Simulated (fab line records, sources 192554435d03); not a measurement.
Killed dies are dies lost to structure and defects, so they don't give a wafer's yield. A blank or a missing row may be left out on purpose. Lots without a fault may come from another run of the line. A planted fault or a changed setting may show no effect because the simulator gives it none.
A struck lot beside a sound one | flow n5_finfet | 28 steps out of a route of 1938
Sound: wafers L427.1, L427.2, L427.6. Struck: wafers L433.2, L433.3, L433.4. The cause comes at the end.
At each step with rows: each side's tool, then ch and its chambers, then its first start. Under that, the readings that differ: sound wafers | struck wafers | difference of the means | sigmas: that difference in standard deviations of wafers without a fault.
alike: readings whose means differ by less than 2 such deviations, and words and numbers that are the same on both sides. not compared: withheld readings, readings that some wafer has no value for, bounds like >300 that may hide the same value, and numbers for which the record gives no deviation and whose values overlap.
The two part at a step that has a row with sigmas, a row that says differs or no value, or rows on one side only. Numbers that don't overlap but have no deviation are shown without sigmas and don't part them. A reading that every wafer of one side lacks parts them only if that side has two wafers or more.

first, 11 steps without rows for these wafers: N5_HKMG_FIN_WET_ETCH_77 (etches La2O3 in dHCl, stops on HfO2, target depth 2 nm); N5_HKMG_FIN_WET_ETCH_78 (etches Al2O3 in dNH4OH, stops on La2O3, target depth 4.5 nm, rinse time 30 s); N5_HKMG_FIN_ALD_79 (deposits TiN, target thk 1.5 nm, pulse time 1 s, purge time 3 s); N5_HKMG_FIN_CVD_62 (deposits a-Si from Si2H6, target thk 3 nm, time 20.8 s); N5_HKMG_FIN_RTA_80 (time 2 s); N5_HKMG_FIN_PRECLEAN_64 (cleans in dHF, time 30 s); N5_HKMG_FIN_WET_ETCH_65 (etches a-Si in TMAH, stops on TiN, time 49 s, target depth 3 nm); N5_HKMG_FIN_WET_ETCH_81 (etches TiN in SC1, stops on HfO2, time 57 s, target depth 6 nm); N5_HKMG_FIN_WET_ETCH_82 (etches La2O3 in dHCl, stops on HfO2, target depth 2 nm, rinse time 30 s); N5_HKMG_FIN_ALD_36 (deposits TiN, target thk 1 nm, pulse time 1 s, purge time 3 s); N5_HKMG_FIN_PWFM_ALD_03 (deposits TiN, target thk 2 nm, pulse time 1 s, purge time 3 s).
N5_HKMG_FIN_COAT_29: time 60 s, resist thk 300 nm.
  sound on litho_track-02 ch 0, day 5 15:26; struck on litho_track-02 ch 0, day 7 07:47
  reading                                   | sound                | struck               | difference | sigmas
  spin_speed_rpm (rpm)                      | 1499.4 1502.1 1502.2 | 1368.6 1372.7 1369.7 | -130.9     | -99 or more
  model.SOC_of_HKMG_FIN_COAT_29.thk_nm (nm) | 301 301.2 301.4      | 313.6 313.4 313.2    | +12.2      |
  alike: chill_plate_temp_C
then, 13 steps without rows for these wafers: N5_HKMG_FIN_COAT_30 (time 60 s, resist thk 35 nm); N5_HKMG_FIN_COAT_06 (resist thk 90 nm); N5_HKMG_FIN_EBR_08; N5_HKMG_FIN_SOFTBAKE_07 (time 60 s); N5_HKMG_FIN_EXPOSE_09 (exposes mask NWFM); N5_HKMG_FIN_PEB_10 (peb time 60 s); N5_HKMG_FIN_DEVELOP_11 (develop time 30 s); N5_HKMG_FIN_DESCUM_17 (chemistry O2, time 7.9 s); N5_HKMG_FIN_ETCH_31 (etches SiARC in CF4, target depth 45.5 nm, time 75.8 s); N5_HKMG_FIN_ETCH_32 (etches SOC in N2/H2, target depth 240 nm, time 300 s); N5_HKMG_FIN_STRIP_33 (strips in N2/H2); N5_HKMG_FIN_STRIP_34 (strips in CF4); N5_HKMG_FIN_ETCH_35 (etches SOC in N2/H2, target depth 215.8 nm, time 243.4 s).
N5_HKMG_FIN_STRIP_92: strips SOC in N2/H2, time 20 s.
  sound on rie_diel-06 ch 1,2,3, day 5 16:22; struck on rie_diel-05 ch 0,2,3, day 7 09:01
  reading                                   | sound          | struck         | difference | sigmas
  model.SOC_of_HKMG_FIN_COAT_29.thk_nm (nm) | 75.8 77.8 75.8 | 84.8 92.2 84.2 | +10.6      |
  alike: drypump_motor_current_A, h2_flow_sccm, oes_product_au, rf_fwd_power_W, rf_vpp_V, showerhead_plenum_p_Torr, throttle_valve_pct
  not compared: rf_hours_counter_h
then, 1 step without rows for these wafers: N5_HKMG_FIN_WET_ETCH_18 (etches TiN in SC1, time 55 s, target depth 5.2 nm, rinse time 30 s).
-- the record jumps here: 4 days lie between the struck wafers' starts before and after (it left off in module HKMG_FIN and takes up again in module BEOL_M4, whose first step shown is number 1111 of the route) --
N5_BEOL_M4_RC_MEAS_101:
  sound on prober-01 ch 0, day 9 12:46; struck on prober-02 ch 0, day 11 06:29
  alike: DIBL_N, DIBL_P, IOFF_N, IOFF_P, ION_N, ION_P, SS_N, SS_P, VT_N, VT_P

WHERE THEY PART
Only at N5_HKMG_FIN_COAT_29, within this record. Later steps at which nothing parts them and some readings are alike: N5_HKMG_FIN_STRIP_92, N5_BEOL_M4_RC_MEAS_101.

WHY: what the simulator had put in
Process parameter drift: litho_track-02, from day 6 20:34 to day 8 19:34, at N5_HKMG_FIN_COAT_29. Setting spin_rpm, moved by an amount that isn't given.
